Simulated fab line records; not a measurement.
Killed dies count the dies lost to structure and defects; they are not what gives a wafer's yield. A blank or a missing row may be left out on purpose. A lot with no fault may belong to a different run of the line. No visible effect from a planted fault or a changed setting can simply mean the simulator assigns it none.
Split-lot experiment + flow n5Finfet + 7 lots, 39 wafers read, on a route of 1938 steps

== THE SPLIT ITSELF ==
At N5_HKMG_FIN_ETCH_58 (etches SOC in N2/H2, target depth 215.8 nm, time 741 s), the setting targetDepthA was moved away from the recipe's 2158 angstrom on 12 of the 39 wafers read, by -11.8% to +4.8%. For the rest of the wafers, this setting stayed at what the recipe calls for.

Reading taken at the split's own step.

== THE READING ==
SOC_of_HKMG_FIN_COAT_41.thkNm (the simulator's own value, which no gauge read), in nm, at N5_HKMG_FIN_ETCH_58 (etches SOC in N2/H2, target depth 215.8 nm, time 741 s). There is no usual value for it anywhere in the file. Across the 27 wafers here that went through the recipe, the average is 85.0 nm and the standard deviation 3 nm.

| wafer  | tool, chamber at the split | targetDepthA as run, angstrom | against the recipe | SOC_of_HKMG_FIN_COAT_41.thkNm, nm | against lot-mates on the recipe |
|--------|----------------------------|-------------------------------|--------------------|-----------------------------------|---------------------------------|
| L077.1 | rieDiel-05, 1              | 2000                          | -7.3%              | 99.8                              | +15.0                           |
| L077.2 | rieDiel-05, 2,1            | 2158                          | recipe             | 83.4                              | -                               |
| L077.5 | rieDiel-05, 2,1            | 2158                          | recipe             | 83.4                              | -                               |
| L077.3 | rieDiel-05, 3              | 2000                          | -7.3%              | 96.6                              | +11.8                           |
| L077.4 | rieDiel-05, 0              | 2158                          | recipe             | 87.6                              | -                               |
| L077.6 | rieDiel-05, 0              | 2000                          | -7.3%              | 102.8                             | +18.0                           |
| L079.1 | rieDiel-04, 1              | 2158                          | recipe             | 84.8                              | -                               |
| L079.2 | rieDiel-04, 2              | 2062                          | -4.4%              | 96.8                              | +11.2                           |
| L079.3 | rieDiel-04, 0              | 2062                          | -4.4%              | 98                                | +12.4                           |
| L079.4 | rieDiel-04, 2              | 2158                          | recipe             | 86.2                              | -                               |
| L079.5 | rieDiel-04, 1              | 2158                          | recipe             | 85.8                              | -                               |
| L079.6 | rieDiel-04, 0              | 2062                          | -4.4%              | 96.2                              | +10.6                           |
| L081.1 | rieDiel-01, 2              | 2158                          | recipe             | 87.6                              | -                               |
| L081.2 | rieDiel-01, 0              | 1903                          | -11.8%             | 110                               | +24.1                           |
| L081.3 | rieDiel-01, 3              | 1903                          | -11.8%             | 105.6                             | +19.7                           |
| L081.4 | rieDiel-01, 1              | 1903                          | -11.8%             | 108.4                             | +22.5                           |
| L081.5 | rieDiel-01, 1              | 2158                          | recipe             | 82.4                              | -                               |
| L081.6 | rieDiel-01, 2              | 2158                          | recipe             | 87.8                              | -                               |
| L083.1 | rieDiel-05, 3              | 2158                          | recipe             | 80.6                              | -                               |
| L083.3 | rieDiel-05, 0              | 2158                          | recipe             | 86.2                              | -                               |
| L083.5 | rieDiel-05, 3              | 2158                          | recipe             | 79                                | -                               |
| L085.1 | rieDiel-04, 0              | 2158                          | recipe             | 91.4                              | -                               |
| L085.2 | rieDiel-04, 1              | 2158                          | recipe             | 87.6                              | -                               |
| L085.3 | rieDiel-04, 3              | 2158                          | recipe             | 84.4                              | -                               |
| L085.4 | rieDiel-04, 2              | 2158                          | recipe             | 89.8                              | -                               |
| L085.5 | rieDiel-04, 1              | 2158                          | recipe             | 89.6                              | -                               |
| L085.6 | rieDiel-04, 0              | 2158                          | recipe             | 89.6                              | -                               |
| L090.1 | rieDiel-05, 2              | 2158                          | recipe             | 83.4                              | -                               |
| L090.2 | rieDiel-05, 0              | 2158                          | recipe             | 84.4                              | -                               |
| L090.3 | rieDiel-05, 1              | 2262                          | +4.8%              | 74.6                              | -8.9                            |
| L090.4 | rieDiel-05, 3              | 2158                          | recipe             | 82.6                              | -                               |
| L090.5 | rieDiel-05, 3              | 2262                          | +4.8%              | 70.6                              | -12.9                           |
| L090.6 | rieDiel-05, 0              | 2262                          | +4.8%              | 72                                | -11.5                           |
| L093.1 | rieDiel-01, 1              | 2158                          | recipe             | 82.4                              | -                               |
| L093.2 | rieDiel-01, 3              | 2158                          | recipe             | 80.4                              | -                               |
| L093.3 | rieDiel-01, 0              | 2158                          | recipe             | 83.2                              | -                               |
| L093.4 | rieDiel-01, 2              | 2158                          | recipe             | 84.2                              | -                               |
| L093.5 | rieDiel-01, 2              | 2158                          | recipe             | 83.6                              | -                               |
| L093.6 | rieDiel-01, 1              | 2158                          | recipe             | 84.2                              | -                               |
If several chambers appear in one row, that row covers several wafers at once and the file leaves open which wafer was in which chamber.

FIT RESULTS
A straight line over all 39 wafers: SOC_of_HKMG_FIN_COAT_41.thkNm changes by -2.1 nm for each +1% of targetDepthA; r = -0.94; the points scatter about the line by 3 nm.
The same after taking each lot's own level away (the mean of its wafers on the recipe; 39 wafers): -2.01 nm for each +1%; r = -0.97; scatter 2.2 nm.
That fit puts the effect of the largest move of targetDepthA on the reading at 24 nm.
The lots' own levels span 81.93 to 88.73 nm, that is 2.2 times the standard deviation above.
So the lot-to-lot level changes the slope little: the two slopes agree.
Check: with one of the wafers moved furthest among these (-11.8%) left out of the fit, the line predicts +23.6 nm for it against its lot-mates. It came out at +24.1 nm against them.

== THESE WAFERS: OTHER SPLITS ==
These wafers also went through other splits before the reading. Each is held against what the fit with the lots' levels taken away leaves over:
| other split on the same wafers     | wafers away from the commonest value | r with SOC_of_HKMG_FIN_COAT_41.thkNm (lot level and that fit taken away) |
|------------------------------------|--------------------------------------|--------------------------------------------------------------------------|
| N5_WELL_APT_IMPLANT_15 energyKev   | 15                                   | +0.14                                                                    |
| N5_DUMMY_GATE_ETCH_31 targetDepthA | 12                                   | +0.08                                                                    |
| N5_DUMMY_GATE_ETCH_42 biasW        | 15                                   | +0.09                                                                    |
| N5_SD_EPI_P_EPI_21 tempC           | 12                                   | +0.02                                                                    |

== THE WHOLE CHAIN: every reading that the file lists as answering this split, in the file's order ==
| step                | what it does                                           | reading                                                                        | change (the file's fit)              | r (the file's) |
|---------------------|--------------------------------------------------------|--------------------------------------------------------------------------------|--------------------------------------|----------------|
| N5_HKMG_FIN_ETCH_58 | etches SOC in N2/H2, target depth 215.8 nm, time 741 s | etch.depthNm (the simulator's own value, which no gauge read)                  | +1.99 nm for each +1% of the setting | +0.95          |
| N5_HKMG_FIN_ETCH_58 | etches SOC in N2/H2, target depth 215.8 nm, time 741 s | HKMG_FIN.featureDepthNm (the simulator's own value, which no gauge read)       | +1.99 nm for each +1% of the setting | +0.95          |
| N5_HKMG_FIN_ETCH_58 | etches SOC in N2/H2, target depth 215.8 nm, time 741 s | SOC_of_HKMG_FIN_COAT_41.thkNm (the simulator's own value, which no gauge read) | -2.01 nm for each +1% of the setting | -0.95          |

== FILE'S OWN FIT ==
SOC_of_HKMG_FIN_COAT_41.thkNm changes by -2.01 nm for each +1% of targetDepthA, r = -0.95.
